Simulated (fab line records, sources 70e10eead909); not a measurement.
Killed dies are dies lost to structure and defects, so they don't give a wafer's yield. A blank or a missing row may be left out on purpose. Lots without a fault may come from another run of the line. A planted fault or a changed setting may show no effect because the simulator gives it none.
Chamber matching | flow nand_harc | NHARC_A_CONTACT_DESCUM_47 on rie_diel-11: 4 sister chambers
The step chemistry O2, time 3 s. 8 wafers are shown with their chamber, then 8 later ones without.

WAFERS WITH THEIR CHAMBER
wafer  | chamber | drypump_motor_current_A (A) | showerhead_plenum_p_Torr (Torr)
L075.5 | 2       | 6.4                         | 2.07
L079.5 | 1       | 5.4                         | 1.96
L085.2 | 3       | 5.4                         | 1.78
L085.5 | 0       | 5.5                         | 1.86
L087.1 | 3       | 5.4                         | 1.78
L087.5 | 2       | 6.4                         | 2.05
L087.6 | 1       | 5.4                         | 1.95
L089.1 | 0       | 5.6                         | 1.86

WAFERS WITHOUT THEIR CHAMBER
wafer  | drypump_motor_current_A (A) | showerhead_plenum_p_Torr (Torr)
L089.5 | 6.4                         | 2.05
L089.6 | 5.4                         | 1.78
L094.1 | 5.4                         | 1.94
L094.2 | 5.5                         | 1.85
L094.3 | 5.4                         | 1.77
L094.4 | 6.4                         | 2.05
L094.5 | 5.4                         | 1.77
L094.6 | 5.5                         | 1.85

WHICH CHAMBER EACH WENT THROUGH
wafer  | from the rows above | in truth
L089.5 | 2                   | 2
L089.6 | 3                   | 3
L094.1 | 1                   | 1
L094.2 | 0                   | 0
L094.3 | 3                   | 3
L094.4 | 2                   | 2
L094.5 | 3                   | 3
L094.6 | 0                   | 0
Placed correctly: 8 of 8. Can't be placed from these rows: 0. Placed wrongly: 0.
How it was worked out, from the rows above alone: a wafer's distance from a chamber is the root of the sum, over the readings, of the square of ((its reading less the chamber's mean) divided by the reading's scatter). The wafer belongs to the nearest chamber; if the next one is less than 2 further off, it can't be placed. A chamber's mean is the mean of its shown wafers. The scatter: the root of (the sum of the squares of (reading less its chamber's mean) over the shown wafers, divided by (wafers less chambers)).
